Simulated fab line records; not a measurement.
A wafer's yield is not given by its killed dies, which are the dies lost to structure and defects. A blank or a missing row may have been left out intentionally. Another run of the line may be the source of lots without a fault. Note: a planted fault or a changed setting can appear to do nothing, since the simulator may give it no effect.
Split-lot experiment ; flow n5_finfet ; on a route of 1938 steps: 7 lots, 21 wafers read

== SPLIT DETAILS ==
At N5_BEOL_M4_ETCH_64 (etches SOC in N2/H2, target depth 75 nm, overetch 22.5 nm, time 121.9 s), the setting bias_w was moved away from the recipe's 150 W on 9 of the 21 wafers read, by -16.7% to +16.5%. This setting was run at the recipe's value on the other wafers.

The reading is taken at the split's own step.

== THE READING ==
rf_vpp_V, in V, at N5_BEOL_M4_ETCH_64 (etches SOC in N2/H2, target depth 75 nm, overetch 22.5 nm, time 121.9 s). Fault-free wafers of this fab line usually give 522.5 V, standard deviation 2.4 V.

wafer;tool, chamber at the split;bias_w as run, W;against the recipe;rf_vpp_V, V;against lot-mates on the recipe
L076.2;rie_diel-06, 0;150;recipe;522.3;-
L076.5;rie_diel-06, 1;150;recipe;522.1;-
L076.6;rie_diel-06, 0;157.4;+4.9%;537.9;+15.7
L080.1;rie_diel-06, 2;174.7;+16.5%;572.3;+50.6
L080.3;rie_diel-06, 3;150;recipe;523.3;-
L080.6;rie_diel-06, 1;150;recipe;520.0;-
L079.1;rie_diel-06, 2;124.9;-16.7%;463.3;no lot-mate on the recipe
L079.2;rie_diel-06, 3;124.9;-16.7%;463.9;no lot-mate on the recipe
L079.3;rie_diel-06, 1;124.9;-16.7%;464.8;no lot-mate on the recipe
L083.4;rie_diel-06, 2;150;recipe;518.2;-
L083.5;rie_diel-06, 0;150;recipe;521.6;-
L083.6;rie_diel-06, 3;150;recipe;523.2;-
L086.2;rie_diel-03, 3;166.6;+11.1%;564.9;+45.2
L086.3;rie_diel-03, 1;150;recipe;519.7;-
L086.4;rie_diel-03, 0;166.6;+11.1%;561.9;+42.2
L091.1;rie_diel-04, 3;150;recipe;521.5;-
L091.2;rie_diel-04, 0;143.1;-4.6%;506.0;-15.5
L091.3;rie_diel-04, 1;143.1;-4.6%;504.7;-16.8
L092.3;rie_diel-03, 1;150;recipe;529.3;-
L092.4;rie_diel-03, 2;150;recipe;521.2;-
L092.5;rie_diel-03, 3;150;recipe;528.2;-

THE FIT
A straight line over all 21 wafers: rf_vpp_V changes by +3.44 V for each +1% of bias_w; r = +0.99; the points scatter about the line by 3.2 V.
The same after taking each lot's own level away (the mean of its wafers on the recipe; 18 wafers): +3.47 V for each +1%; r = +0.99; scatter 3.2 V.
The reading moves by 58 V for the largest change in bias_w, on that fit.
From 519.70 to 526.23 V: that is the span of the lots' own levels, equal to 2.7 times the standard deviation above.
The two slopes agree, so the slope changes little with the lot-to-lot level.
Check: +63.1 V against its lot-mates is what the line predicts for one of the wafers moved furthest among these (+16.5%) when that wafer is left out of the fit. It came out at +50.6 V against them.
Tool readings at the split's step, against how far the setting was moved: rf_vpp_V r = +0.99.

== ADDITIONAL SPLITS CARRIED BY THESE WAFERS ==
Before the reading, these wafers also passed through other splits. Each is held against what the fit with the lots' levels taken away leaves over:
other split on the same wafers;wafers away from the commonest value;r with rf_vpp_V (lot level and that fit taken away)
N5_BEOL_M0_CUTY_EXPOSE_54 dose_mj;5;+0.50
N5_BEOL_M1_ETCH_77 source_w;8;+0.34
N5_BEOL_M1_TRENCH_ETCH_37 time_s;9;-0.28
N5_BEOL_M2_DEP_57 time_s;8;-0.15
N5_BEOL_M3_ILD_DEP_00 time_s;4;+0.56
N5_BEOL_M4_EXPOSE_08 dose_mj;3;+0.17

== THE FILE'S OWN FIT ==
rf_vpp_V changes by +3.35 V for each +1% of bias_w, r = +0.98.
